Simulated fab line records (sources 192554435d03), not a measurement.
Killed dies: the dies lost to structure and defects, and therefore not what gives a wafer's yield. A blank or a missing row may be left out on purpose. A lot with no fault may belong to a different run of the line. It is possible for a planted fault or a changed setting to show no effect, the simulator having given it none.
Split-lot study + flow n5 finfet + route with 1938 steps; 7 lots, 21 wafers read

== THE SPLIT ==
At N5_PMOS_HMC_CHANNEL_EPI_COAT_03 (resist thk 205 nm), the setting spin rpm was moved away from the recipe's 1500 rpm on 6 of the 21 wafers read, by -9.5% to +9.5%. This setting was run at the recipe's value on the other wafers.

== FROM THE SPLIT TO THE READING: what the file shows between them, 4 steps ==
- N5_PMOS_HMC_CHANNEL_EPI_EBR_05
- N5_PMOS_HMC_CHANNEL_EPI_SOFTBAKE_04: time 60 s
- N5_PMOS_HMC_CHANNEL_EPI_DESCUM_14: chemistry O2, time 7.9 s
- N5_PMOS_HMC_CHANNEL_EPI_ETCH_32: etches BARC in N2/H2, stops on SiO2, target depth 85.8 nm, time 50.3 s

== THE READING ==
CAR-ArF-block_of_PMOS_HMC_CHANNEL_EPI_COAT_03.thk nm (the simulator's own value, which no gauge read), in nm, at N5_PMOS_HMC_CHANNEL_EPI_HM_OPEN_15 (chemistry CHF3/O2, target SiO2, target depth 40.6 nm, time 20.3 s). The file gives no usual value for it. Here, 15 wafers ran the recipe; their average is 91.28 nm with a standard deviation of 3.3 nm.

| wafer  | tool, chamber at the split | spin rpm as run, rpm | against the recipe | CAR-ArF-block_of_PMOS_HMC_CHANNEL_EPI_COAT_03.thk nm, nm | against lot-mates on the recipe |
|--------|----------------------------|----------------------|--------------------|----------------------------------------------------------|---------------------------------|
| L077.2 | litho track-04, 0          | 1500                 | recipe             | 92.81                                                    | -                               |
| L077.4 | litho track-04, 0          | 1500                 | recipe             | 91.11                                                    | -                               |
| L077.5 | litho track-04, 0          | 1500                 | recipe             | 88.1                                                     | -                               |
| L078.1 | litho track-04, 0          | 1417                 | -5.5%              | 96.89                                                    | +9.68                           |
| L078.2 | litho track-04, 0          | 1417                 | -5.5%              | 101.1                                                    | +13.89                          |
| L078.3 | litho track-04, 0          | 1500                 | recipe             | 87.21                                                    | -                               |
| L079.2 | litho track-04, 0          | 1500                 | recipe             | 92.02                                                    | -                               |
| L079.3 | litho track-04, 0          | 1500                 | recipe             | 92.35                                                    | -                               |
| L079.6 | litho track-04, 0          | 1500                 | recipe             | 88.56                                                    | -                               |
| L081.3 | litho track-03, 0          | 1500                 | recipe             | 88.5                                                     | -                               |
| L081.5 | litho track-03, 0          | 1547                 | +3.1%              | 88.68                                                    | +0.61                           |
| L081.6 | litho track-03, 0          | 1500                 | recipe             | 87.65                                                    | -                               |
| L093.1 | litho track-04, 0          | 1500                 | recipe             | 97.69                                                    | -                               |
| L093.3 | litho track-04, 0          | 1643                 | +9.5%              | 84.49                                                    | -10.71                          |
| L093.5 | litho track-04, 0          | 1500                 | recipe             | 92.71                                                    | -                               |
| L095.1 | litho track-04, 0          | 1500                 | recipe             | 97.34                                                    | -                               |
| L095.2 | litho track-04, 0          | 1500                 | recipe             | 93.02                                                    | -                               |
| L095.5 | litho track-04, 0          | 1500                 | recipe             | 92.79                                                    | -                               |
| L096.1 | litho track-02, 0          | 1500                 | recipe             | 87.38                                                    | -                               |
| L096.2 | litho track-02, 0          | 1358                 | -9.5%              | 101.8                                                    | +14.42                          |
| L096.5 | litho track-02, 0          | 1358                 | -9.5%              | 105.3                                                    | +17.92                          |

THE FIT
A straight line over all 21 wafers: CAR-ArF-block_of_PMOS_HMC_CHANNEL_EPI_COAT_03.thk nm changes by -1.12 nm for each +1% of spin rpm; r = -0.82; the points scatter about the line by 3.2 nm.
The same after taking each lot's own level away (the mean of its wafers on the recipe; 21 wafers): -1.53 nm for each +1%; r = -0.93; scatter 2.5 nm.
Per that fit: largest spin rpm move, reading shift of 15 nm.
The span of the lots' own levels, 87.210 to 95.200 nm, comes to 2.5 times the standard deviation stated above.
In other words, the slope is changed by the lot-to-lot level; the two fits disagree.
Check: -15.4 nm against its lot-mates is what the line predicts for one of the wafers moved furthest among these (+9.5%) when that wafer is left out of the fit. Against them it came out at -10.7 nm.

== OTHER SPLITS APPLIED TO THESE WAFERS ==
These wafers also went through other splits before the reading. Each is held against what the fit with the lots' levels taken away leaves over:
| other split on the same wafers           | wafers away from the commonest value | r with CAR-ArF-block_of_PMOS_HMC_CHANNEL_EPI_COAT_03.thk nm (lot level and that fit taken away) |
|------------------------------------------|--------------------------------------|-------------------------------------------------------------------------------------------------|
| N5_WELL_APT_PEB_06 peb time s            | 7                                    | -0.33                                                                                           |
| N5_WELL_APT_DEVELOP_07 develop time s    | 9                                    | +0.06                                                                                           |
| N5_PMOS_HMC_CHANNEL_EPI_HM_DEP_34 time s | 8                                    | +0.34                                                                                           |

== THE WHOLE CHAIN: every reading that the file lists as answering this split, in the file's order ==
| step                               | what it does                                                           | reading                                                                                               | change (the file's fit)              | r (the file's) |
|------------------------------------|------------------------------------------------------------------------|-------------------------------------------------------------------------------------------------------|--------------------------------------|----------------|
| N5_PMOS_HMC_CHANNEL_EPI_COAT_03    | resist thk 205 nm                                                      | CAR-ArF-block_of_PMOS_HMC_CHANNEL_EPI_COAT_03.thk nm (the simulator's own value, which no gauge read) | -1.05 nm for each +1% of the setting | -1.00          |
| N5_PMOS_HMC_CHANNEL_EPI_ETCH_32    | etches BARC in N2/H2, stops on SiO2, target depth 85.8 nm, time 50.3 s | CAR-ArF-block_of_PMOS_HMC_CHANNEL_EPI_COAT_03.thk nm (the simulator's own value, which no gauge read) | -1.29 nm for each +1% of the setting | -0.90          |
| N5_PMOS_HMC_CHANNEL_EPI_HM_OPEN_15 | chemistry CHF3/O2, target SiO2, target depth 40.6 nm, time 20.3 s      | CAR-ArF-block_of_PMOS_HMC_CHANNEL_EPI_COAT_03.thk nm (the simulator's own value, which no gauge read) | -1.44 nm for each +1% of the setting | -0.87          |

== FILE'S OWN FIT ==
CAR-ArF-block_of_PMOS_HMC_CHANNEL_EPI_COAT_03.thk nm changes by -1.44 nm for each +1% of spin rpm, r = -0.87.
